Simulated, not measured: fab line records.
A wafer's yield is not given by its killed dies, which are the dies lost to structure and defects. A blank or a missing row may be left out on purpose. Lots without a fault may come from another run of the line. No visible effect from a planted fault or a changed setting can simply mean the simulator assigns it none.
A lot that was struck, set against a sound lot + flow n5-finfet + 41 steps out of a route of 1938
Sound: these wafers, L734.2, L734.3, L734.6. Struck: wafers L721.3, L721.5. (L721.1 of the same lot was not struck and is left out.) The cause comes at the end.
Order at every step that has rows: each side's tool, ch and its chambers, its first start. Under that, the readings that differ: sound wafers + struck wafers + difference of the means + sigmas: that difference in standard deviations of wafers without a fault.
alike: a reading whose means differ by less than 2 such deviations, as well as words and numbers matching on both sides. not compared: withheld readings; readings where some wafer has no value; bounds like >300 that might hide an equal value; numbers whose values overlap and for which the record gives no deviation.
A row with sigmas, a row that says differs or no value, or rows on one side alone: a step with any of these is where the two part. When numbers do not overlap yet have no deviation, they are printed without sigmas and do not part them. A reading that every wafer of one side lacks parts them only if that side has two wafers or more.

first, 9 steps without rows for these wafers: N5_BEOL_M4_ANNEAL_95 (time 240 s); N5_BEOL_M4_SPUTTER_96 (material Cu, target thk 4.5 nm, time 8.29 s); N5_BEOL_M4_ECD_50 (material Cu, target thk 300 nm); N5_BEOL_M4_ANNEAL_51 (time 90 s); N5_BEOL_M4_CMP_52 (polishes, stops on SiOC, t overpolish 6.8 s, target thk 40 nm); N5_BEOL_M4_PRE_CLEAN_60 (time 15 s); N5_BEOL_M4_CO_CAP_55 (material Co, precursor CCTBA/H2, target thk 2 nm, time 102.1 s); N5_BEOL_M4_PRE_CLEAN_56 (time 15 s); N5_BEOL_M4_DEP_57 (deposits SiCN from 3MS/NH3, target thk 8 nm, time 14 s).
N5_BEOL_M4_RC_MEAS_101:
  sound on prober-01 ch 0, day 12 20:53; struck on prober-02 ch 0, day 9 15:36
| reading        | sound          | struck    | difference | sigmas |
|----------------|----------------|-----------|------------|--------|
| DIBL_N (mV/V)  | 38.3 37.5 35.4 | 34.9 31.6 | -3.8       | -2     |
| IOFF_N (nA/um) | 0.26 0.21 0.17 | 0.15 0.10 | -0.09      | -2     |
| IOFF_P (nA/um) | 0.34 0.29 0.23 | 0.21 0.15 | -0.11      | -2     |
| SS_P (mV/dec)  | 74.9 74.4 73.4 | 73.4 71.6 | -1.7       | -2     |
| VT_P (mV)      | -243 -246 -246 | -250 -256 | -8         | -2     |
  alike: DIBL_P, ION_N, ION_P, SS_N, VT_N
then, 24 steps without rows for these wafers: N5_BEOL_M5_ILD_DEP_00 (deposits SiCOH lowk from DEMS/porogen, target thk 140.64 nm, time 25.9 s); N5_BEOL_M5_CURE_79 (cures SiCOH lowk, time 240 s); N5_BEOL_M5_PECVD_70 (deposits SiO2 from TEOS/O2, target thk 16 nm, time 18 s); N5_BEOL_M5_HM_DEP_02 (deposits TiN, target thk 20 nm); N5_BEOL_M5_COAT_59 (time 60 s, resist thk 60 nm); N5_BEOL_M5_COAT_60 (time 60 s, resist thk 12 nm); N5_BEOL_M5_COAT_71 (time 60 s, resist thk 5 nm); N5_BEOL_M5_COAT_05 (resist thk 30 nm); N5_BEOL_M5_EBR_07; N5_BEOL_M5_SOFTBAKE_06 (time 60 s); N5_BEOL_M5_EXPOSE_08 (exposes mask M5, target cd 28 nm); N5_BEOL_M5_PEB_09 (peb time 60 s); N5_BEOL_M5_DEVELOP_10 (develop time 30 s); N5_BEOL_M5_DESCUM_16 (chemistry O2, time 7 s); N5_BEOL_M5_ETCH_72 (etches underlayer in N2/H2, target depth 6.5 nm, time 5.2 s); N5_BEOL_M5_ETCH_61 (etches SiARC in CF4, target depth 15.6 nm, time 26 s); N5_BEOL_M5_ETCH_62 (etches SOC in N2/H2, target depth 75 nm, overetch 15 nm, time 112.5 s); N5_BEOL_M5_STRIP_63 (strips in N2/H2); N5_BEOL_M5_STRIP_73 (strips in N2/H2); N5_BEOL_M5_STRIP_64 (strips in CF4); N5_BEOL_M5_HM_OPEN_17 (chemistry Cl2/BCl3, target TiN, target depth 20 nm, overetch 6 nm); N5_BEOL_M5_STRIP_19 (strips in O2); N5_BEOL_M5_COAT_65 (time 60 s, resist thk 60 nm); N5_BEOL_M5_COAT_66 (time 60 s, resist thk 12 nm).
-- record jumps: 2 days separate the struck wafers' starts on either side; left off in module BEOL_M5, taken up again in module BEOL_M10, whose first shown step is the route's number 1512 --
N5_BEOL_M10_TRENCH_ETCH_37: etches SiCOH lowk in C4F6/O2, target depth 148.83 nm, time 48 s.
  sound on rie-diel-03 ch 0,1,3, day 14 16:53; struck on rie-diel-01 ch 1, day 11 19:02
| reading                                     | sound           | struck      | difference | sigmas |
|---------------------------------------------|-----------------|-------------|------------|--------|
| oes-product-au (a.u.)                       | 0.95 0.77 0.69  | 1.00 1.00   | +0.20      | +2     |
| model.BEOL_M10.feature-depth-nm (nm)        | 152.6 148.6 145 | 236.2 237.8 | +88.3      |        |
| model.etch.depth-nm (nm)                    | 152.7 148.7 145 | 236.1 237.8 | +88.2      |        |
| model.TiN_of_BEOL_M10_HM_DEP_02.thk-nm (nm) | 15.6 16 16.2    | 13.6 13.4   | -2.4       |        |
  alike: drypump-motor-current-A, oes_f_703_au, rf-fwd-power-W, rf-vpp-V, showerhead-plenum-p-Torr, throttle-valve-pct
  not compared: rf-hours-counter-h
N5_BEOL_M10_OCD_MEAS_38:
  sound: ocd-01 at day 14 17:05; struck: ocd-01 at day 11 19:13
| reading              | sound             | struck      | difference | sigmas |
|----------------------|-------------------|-------------|------------|--------|
| trench-depth-nm (nm) | 152.6 148.4 145.3 | 236.5 237.9 | +88.4      | +34    |
N5_BEOL_M10_CMP_52: polishes, stops on SiCOH lowk, t overpolish 7 s, target thk 140 nm.
  sound on cmp-01 ch 0,1,3, day 14 19:25; struck on cmp-04 ch 1,2, day 11 21:12
| reading                                 | sound           | struck      | difference | sigmas |
|-----------------------------------------|-----------------|-------------|------------|--------|
| model.Cu_of_BEOL_M10_ECD_50.thk-nm (nm) | 143.6 140 135.4 | 226.2 228.8 | +87.8      |        |
  alike: motor-current-A, retaining-ring-pressure-frac, slurry-flow-ml-min
N5_BEOL_M10_THK_MEAS_53: measures by xrf.
  sound: film-metro-01 at day 14 19:43; struck: film-metro-01 at day 11 21:29
| reading      | sound       | struck  | difference | sigmas |
|--------------|-------------|---------|------------|--------|
| M10_THK (nm) | 141 137 132 | 221 223 | +85        | +28    |
N5_BEOL_M10_RS_MEAS_57: measurement is done with a four-point probe.
  sound: film-metro-02 at day 14 19:51; struck: film-metro-01 at day 11 21:38
| reading         | sound             | struck      | difference | sigmas |
|-----------------|-------------------|-------------|------------|--------|
| M10_RS (ohm/sq) | 0.147 0.150 0.156 | 0.090 0.089 | -0.061     | -18    |
N5_BEOL_M15_RC_MEAS_101:
  sound on prober-02 ch 0, day 16 07:07; struck on prober-01 ch 0, day 13 14:10
| reading                    | sound                     | struck           | difference | sigmas |
|----------------------------|---------------------------|------------------|------------|--------|
| COMB_M9 (S/m)              | 1.6e-11 1.72e-11 1.77e-11 | 9.2e-12 1.35e-11 | -5.6e-12   | -2     |
| SERP_M10 (ohm/um)          | 2.94 3.13 3.24            | 1.82 1.78        | -1.30      | -15    |
| SERP_M10_max_site (ohm/um) | 3.04 3.18 3.37            | 1.84 1.80        | -1.38      | -15    |
  alike: COMB_M11, COMB_M12, COMB_M13, COMB_M13_max_site, COMB_M14, COMB_M15, COMB_M5, COMB_M6, COMB_M7, COMB_M8, SERP_M11, SERP_M12, SERP_M13, SERP_M14, SERP_M5, SERP_M6, SERP_M7, SERP_M8, SERP_M9
N5_PASSIVATION_PROBE_49:
  sound: prober-01 at day 16 21:25; struck: prober-01 at day 14 03:20
| reading                  | sound          | struck    | difference | sigmas |
|--------------------------|----------------|-----------|------------|--------|
| defect-limited-yield (%) | 92.0 93.4 92.5 | 82.3 70.3 | -16.3      | -12    |
| killed_at_M0_to_M3       | 22 25 23       | 41 47     | +21        | +2     |
| killed_at_M4_up          | 21 13 15       | 122 225   | +157       | +31    |
| killed-dies              | 94 78 89       | 209 350   | +192       | +12    |
| killed-on-rim            | 13 10 13       | 27 96     | +50        | +12    |
| killed-short             | 31 25 33       | 34 56     | +15        | +2     |
| sort_bin_6_memory (%)    | 3.1 2.8 2.5    | 3.8 5.0   | +1.6       | +2     |
| sort-n-pass              | 1086 1102 1091 | 971 830   | -192       | -12    |
| sort-yield-pct (%)       | 92.0 93.4 92.5 | 82.3 70.3 | -16.3      | -12    |
  alike: killed-at-contacts, killed-at-front-end, killed-at-other, killed-open, sort_bin_5_function, sort_bin_8_speed

## WHERE THEY PART
First at N5_BEOL_M4_RC_MEAS_101; last, within this record, at N5_PASSIVATION_PROBE_49.

WHY: what had been put in by the simulator
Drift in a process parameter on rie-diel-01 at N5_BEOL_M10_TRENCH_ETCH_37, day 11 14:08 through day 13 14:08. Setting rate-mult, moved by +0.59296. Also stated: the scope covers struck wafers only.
